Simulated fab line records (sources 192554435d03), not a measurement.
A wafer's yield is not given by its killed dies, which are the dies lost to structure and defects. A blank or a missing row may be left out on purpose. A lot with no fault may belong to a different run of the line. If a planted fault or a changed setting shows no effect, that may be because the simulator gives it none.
Split-lot experiment	flow n5 finfet	route with 1938 steps; 7 lots, 39 wafers read

ABOUT THE SPLIT
At N5_BEOL_M12_TRENCH_ETCH_34 (etches SiOC in C4F8/O2/Ar, target depth 318.95 nm, time 125.5 s), the setting time s was moved away from the recipe's 125.5 s on 15 of the 39 wafers read, by -40.5% to +59.2%. All remaining wafers had this setting at the recipe value.

FROM THE SPLIT TO THE READING: what the file shows between them, 10 steps
- N5_BEOL_M12_STRIP_70: strips in C4F8/O2/Ar
- N5_BEOL_M12_OCD_MEAS_35
- N5_BEOL_M12_STRIP_37: strips in N2/H2
- N5_BEOL_M12_ETCH_38: etches SiCN in CF4/N2, target depth 68.7 nm, time 73.4 s
- N5_BEOL_M12_ECD_47: material Cu, target thk 720 nm
- N5_BEOL_M12_ANNEAL_48: time 90 s
- N5_BEOL_M12_CMP_49: polishes, stops on SiOC, t overpolish 20.6 s, target thk 320 nm
- N5_BEOL_M12_THK_MEAS_50: measures by xrf
- N5_BEOL_M12_PRE_CLEAN_52: time 15 s
- N5_BEOL_M12_DEP_53: deposits SiCN from 3MS/NH3, target thk 30 nm, time 10.5 s

THE READING
Measured at N5_BEOL_M12_RS_MEAS_54 by four-point probe: M12_RS, in ohm/sq. On this fab line, fault-free wafers typically give 0.0597 ohm/sq with a standard deviation of 0.0011 ohm/sq.

wafer	tool, chamber at the split	time s as run, s	against the recipe	M12_RS, ohm/sq	against lot-mates on the recipe
L074.1	rie diel-01, 0	199.8	+59.2%	0.0379	-0.0211
L074.2	rie diel-01, 1	199.8	+59.2%	0.0356	-0.0234
L074.3	rie diel-01, 3	125.5	recipe	0.0585	-
L074.4	rie diel-01, 2	199.8	+59.2%	0.0368	-0.0222
L074.5	rie diel-01, 2	125.5	recipe	0.0595	-
L074.6	rie diel-01, 3	125.5	recipe	0.0590	-
L075.1	rie diel-02, 3	100.6	-19.8%	0.0776	+0.0184
L075.2	rie diel-02, 1	125.5	recipe	0.0592	-
L075.3	rie diel-02, 0	100.6	-19.8%	0.0745	+0.0153
L075.4	rie diel-02, 3	100.6	-19.8%	0.0778	+0.0186
L075.5	rie diel-02, 0	125.5	recipe	0.0591	-
L075.6	rie diel-02, 1	125.5	recipe	0.0594	-
L078.1	rie diel-02, 3	125.5	recipe	0.0629	-
L078.2	rie diel-02, 0	125.5	recipe	0.0597	-
L078.3	rie diel-02, 1	93.4	-25.6%	0.0799	+0.0197
L078.4	rie diel-02, 0	93.4	-25.6%	0.0813	+0.0211
L078.5	rie diel-02, 3	93.4	-25.6%	0.0850	+0.0248
L078.6	rie diel-02, 1	125.5	recipe	0.0581	-
L082.1	rie diel-01, 3	100.3	-20.1%	0.0760	+0.0155
L082.2	rie diel-01, 0	100.3	-20.1%	0.0786	+0.0181
L082.3	rie diel-01, 1	125.5	recipe	0.0587	-
L082.4	rie diel-01, 2	125.5	recipe	0.0600	-
L082.5	rie diel-01, 0	125.5	recipe	0.0628	-
L082.6	rie diel-01, 1	100.3	-20.1%	0.0739	+0.0134
L084.2	rie diel-02, 3	125.5	recipe	0.0594	-
L084.3	rie diel-02, 2	125.5	recipe	0.0596	-
L084.5	rie diel-02, 0	125.5	recipe	0.0597	-
L087.1	rie diel-01, 2	125.5	recipe	0.0605	-
L087.2	rie diel-01, 3	125.5	recipe	0.0604	-
L087.3	rie diel-01, 1	125.5	recipe	0.0581	-
L087.4	rie diel-01, 3	125.5	recipe	0.0600	-
L087.5	rie diel-01, 2	125.5	recipe	0.0602	-
L087.6	rie diel-01, 1	125.5	recipe	0.0586	-
L089.1	rie diel-02, 3	74.69	-40.5%	0.1038	+0.0442
L089.2	rie diel-02, 1	74.69	-40.5%	0.1009	+0.0413
L089.3	rie diel-02, 0	125.5	recipe	0.0595	-
L089.4	rie diel-02, 2	74.69	-40.5%	0.1029	+0.0433
L089.5	rie diel-02, 0	125.5	recipe	0.0593	-
L089.6	rie diel-02, 3	125.5	recipe	0.0599	-

THE FIT
A straight line over all 39 wafers: M12_RS changes by -0.000632 ohm/sq for each +1% of time s; r = -0.92; the points scatter about the line by 0.006 ohm/sq.
The same after taking each lot's own level away (the mean of its wafers on the recipe; 39 wafers): -0.000623 ohm/sq for each +1%; r = -0.92; scatter 0.0061 ohm/sq.
That fit puts the effect of the largest move of time s on the reading at 0.037 ohm/sq.
Across the lots, their own levels run from 0.05900 to 0.06050 ohm/sq, a range of 1.4 times the standard deviation given above.
The two slopes are in agreement: the lot-to-lot level therefore moves the slope only a little.
Check: for one of the wafers moved furthest among these (+59.2%), held out of the fit, the line's prediction against its lot-mates is -0.0369 ohm/sq. It came out at -0.0211 ohm/sq against them.

THE WHOLE CHAIN: every reading that the file lists as answering this split, in the file's order
step	what it does	reading	change (the file's fit)	r (the file's)
N5_BEOL_M12_TRENCH_ETCH_34	etches SiOC in C4F8/O2/Ar, target depth 318.95 nm, time 125.5 s	etch.depth nm (the simulator's own value, which no gauge read)	+3.21 nm for each +1% of the setting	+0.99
N5_BEOL_M12_OCD_MEAS_35		trench depth nm	+3.21 nm for each +1% of the setting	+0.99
N5_BEOL_M12_CMP_49	polishes, stops on SiOC, t overpolish 20.6 s, target thk 320 nm	Cu_of_BEOL_M12_ECD_47.thk nm (the simulator's own value, which no gauge read)	+3.21 nm for each +1% of the setting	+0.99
N5_BEOL_M12_THK_MEAS_50	measures by xrf	M12_THK	+3.24 for each +1% of the setting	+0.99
N5_BEOL_M12_RS_MEAS_54	measures by four-point-probe	M12_RS	-0.000648 for each +1% of the setting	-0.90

FILE'S OWN FIT
M12_RS changes by -0.000648 ohm/sq for each +1% of time s, r = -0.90.
